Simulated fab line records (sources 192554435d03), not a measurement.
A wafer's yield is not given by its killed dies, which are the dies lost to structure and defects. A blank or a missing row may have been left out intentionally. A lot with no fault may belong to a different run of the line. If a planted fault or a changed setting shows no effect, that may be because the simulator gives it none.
One fault through the eyes of 3 desks | flow n5 finfet | every desk sees just its own numbers, and what lay behind them comes last

== THE DEFECT DESK ==
Per lot, the means of the sampled wafers with a number show what the inspections along the route counted. Marked OUT: a lot whose mean sits more than 4 standard deviations from the usual mean, which makes it out of limits; the brackets give that distance.
Columns: A = raw defect count at N5_GATE_CUT_INSPECT_15, usual 125
lot  | first seen here | A
L367 | day 4 15:19     | 155
L369 | day 4 23:56     | 67
L375 | day 6 11:59     | 103
L378 | day 7 08:14     | 122
L379 | day 7 18:21     | 98
L381 | day 7 23:46     | 157
L385 | day 9 01:23     | 108
L386 | day 9 05:53     | 128
L389 | day 10 01:11    | 109
L390 | day 10 07:02    | 122
This desk found nothing out of limits on any of the 10 lots.

== FROM THE METROLOGY DESK ==
Lot by lot, what the gauges showed, no matter which tool ran the lot: averages of those sampled wafers that carry a number. Marked OUT: a lot whose mean sits more than 4 standard deviations from the usual mean, which makes it out of limits; the brackets give that distance. Only the readings that lie furthest out on some lot appear, 7 of the 11 it has.
Columns: A = GATE_CUT_OVL at N5_GATE_CUT_OVL_MEAS_14, usual 0.0 nm; B = DIBL_N at N5_BEOL_M4_RC_MEAS_101, usual 36.5 mV/V; C = DIBL_P at N5_BEOL_M4_RC_MEAS_101, usual 36.5 mV/V; D = IOFF_N at N5_BEOL_M4_RC_MEAS_101, usual 0.163 nA/um; E = IOFF_P at N5_BEOL_M4_RC_MEAS_101, usual 0.219 nA/um; F = ION_N at N5_BEOL_M4_RC_MEAS_101, usual 675 uA/um; G = ION_P at N5_BEOL_M4_RC_MEAS_101, usual 464 uA/um
lot  | first seen here | A    | B    | C    | D     | E     | F   | G
L367 | day 4 15:15     | 1.2  | 36.9 | 36.6 | 0.156 | 0.203 | 667 | 462
L369 | day 4 23:54     | 0.9  | 36.0 | 37.0 | 0.166 | 0.201 | 672 | 456
L375 | day 6 11:56     | -1.1 | 35.1 | 34.3 | 0.138 | 0.223 | 671 | 468
L378 | day 7 08:11     | -0.1 | 36.6 | 37.5 | 0.177 | 0.260 | 675 | 469
L379 | day 7 18:18     | -0.3 | 35.5 | 34.9 | 0.155 | 0.226 | 679 | 470
L381 | day 7 23:43     | 0.6  | 35.3 | 36.4 | 0.151 | 0.215 | 673 | 464
L385 | day 9 01:20     | -0.4 | 38.5 | 39.4 | 0.187 | 0.239 | 684 | 466
L386 | day 9 05:49     | -0.1 | 37.7 | 37.8 | 0.191 | 0.232 | 686 | 465
L389 | day 10 01:08    | 0.7  | 34.7 | 36.4 | 0.149 | 0.210 | 677 | 468
L390 | day 10 06:59    | -0.7 | 36.2 | 35.4 | 0.148 | 0.219 | 664 | 462
This desk found nothing out of limits on any of the 10 lots.

== THE TOOL OWNER'S DESK: rie metal-03 ==
The tool's own readings at N5_GATE_CUT_CUT_ETCH_54 (etches TiN in Cl2/BCl3, target depth 96.7 nm): means of the sampled wafers that have a number, for each lot that ran on this tool. Marked OUT: a lot whose mean sits more than 4 standard deviations from the usual mean, which makes it out of limits; the brackets give that distance.
Columns: A = drypump motor current A at N5_GATE_CUT_CUT_ETCH_54, usual 5.3 A; B = etch rf on time s at N5_GATE_CUT_CUT_ETCH_54, usual 36.9 s; C = oes product au at N5_GATE_CUT_CUT_ETCH_54, usual 0.67 a.u.; D = rf fwd power W at N5_GATE_CUT_CUT_ETCH_54, usual 977 W; E = throttle valve pct at N5_GATE_CUT_CUT_ETCH_54, usual 22.28 %
lot  | first seen here | A   | B              | C    | D              | E
L367 | day 4 15:48     | 5.1 | 36.7           | 0.66 | 973            | 22.33
L369 | day 5 00:27     | 5.4 | 36.5           | 0.60 | 977            | 22.35
L375 | day 6 12:29     | 5.1 | 36.8           | 0.65 | 974            | 22.33
L378 | day 7 08:44     | 5.1 | 30.1 (-11) OUT | 0.73 | 1214 (+61) OUT | 22.21
L379 | day 7 18:52     | 5.4 | 30.2 (-11) OUT | 0.66 | 1214 (+61) OUT | 22.26
L381 | day 8 00:26     | 4.9 | 30.6 (-10) OUT | 0.78 | 1213 (+61) OUT | 22.19
This desk's finding: out of limits on L378, L379, L381; first on L378, day 7 08:44 (etch rf on time s at N5_GATE_CUT_CUT_ETCH_54). Within limits: L367, L369, L375.

== PUT TOGETHER ==
The tool owner's desk had the chance to raise an alarm at day 7 08:44 on L378, L379, L381.
The defect desk saw nothing out of limits.
At the metrology desk, nothing out of limits was observed.
The defect desk has L378, L379, L381 on record, within its limits.
The metrology desk holds a record of L378, L379, L381, inside its limits.
N5_GATE_CUT_CUT_ETCH_54 was run on rie metal-03 by each of the lots named.

== WHAT THE SIMULATOR PUT IN ==
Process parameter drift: rie metal-03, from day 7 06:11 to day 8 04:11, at N5_GATE_CUT_CUT_ETCH_54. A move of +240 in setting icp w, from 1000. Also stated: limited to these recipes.
Struck lots among those shown: L378, L379, L381.
How many hours passed from the start of the fault until each desk's first out-of-limits reading: the tool owner's desk, 3.
